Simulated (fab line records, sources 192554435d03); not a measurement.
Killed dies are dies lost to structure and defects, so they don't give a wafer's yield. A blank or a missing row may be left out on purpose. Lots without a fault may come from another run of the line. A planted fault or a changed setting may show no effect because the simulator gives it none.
Which tool did it? | flow n5_finfet | 13 lots, 35 wafers sampled, at 1 step of a route of 1938

WHAT THE GAUGES READ, wafer by wafer
N5_SDB_OVL_MEAS_12.
lot  | measured    | on         | SDB_OVL (nm)
L318 | day 3 18:39 | overlay-01 | -0.3 -0.7 -0.6
L319 | day 3 22:44 | overlay-01 | -1.3 -0.2 -1.2
L320 | day 4 08:56 | overlay-01 | -0.3 0.2 0.3
L321 | day 4 09:50 | overlay-01 | -0.1 -1.7 -0.1
L322 | day 4 18:04 | overlay-02 | 0.4 -0.6 -0.4
L323 | day 4 22:23 | overlay-01 | 0.5 -0.3
L324 | day 5 03:37 | overlay-02 | -1.2 0.0 -0.1
L325 | day 5 11:57 | overlay-01 | -0.2 0.4 -0.3
L329 | day 6 10:28 | overlay-01 | -0.8 -1.0
L330 | day 6 21:31 | overlay-02 | -0.9 -0.3
L331 | day 7 01:02 | overlay-02 | -0.3 -1.1
L340 | day 9 08:02 | overlay-02 | -0.2 -0.1 0.6
L341 | day 9 10:55 | overlay-02 | -1.0 0.9 -1.0

WHICH TOOL RAN EACH LOT (tool, then ch and the chambers of the sampled wafers, then the start)
The record holds no process step before these readings.

WHAT THE TOOLS THEMSELVES READ (means of the sampled wafers that have a number; where no wafer has one, the mark that the record gives instead)
The record holds no such reading with a usual standard deviation.

THE ANSWER, worked out from the rows above alone
Rule: what is usual is taken from the lots themselves. Put in order of their means at a reading, lots are off if they are a third of the lots or fewer, leave a main group of 4 or more, and stand apart from it by a gap of 3 or more times the standard deviation of the main group's means; of several such gaps the widest counts. A main group whose means are all the same, to the digits that the tables above print for the reading, isn't used. A lot without any number at a reading at which 4 lots or more have one is off too. The other lots that the step has rows for count as sound. The gauges are gone through in route order, then the tools' own readings, and for those a lot's mean is taken as printed above. The first step at which some lot is off is used, and at that step the reading that is off furthest; a lot without a number counts as furthest.
No lot is off at any reading shown: from this, nothing can be told.

WHAT THE SIMULATOR HAD PUT IN
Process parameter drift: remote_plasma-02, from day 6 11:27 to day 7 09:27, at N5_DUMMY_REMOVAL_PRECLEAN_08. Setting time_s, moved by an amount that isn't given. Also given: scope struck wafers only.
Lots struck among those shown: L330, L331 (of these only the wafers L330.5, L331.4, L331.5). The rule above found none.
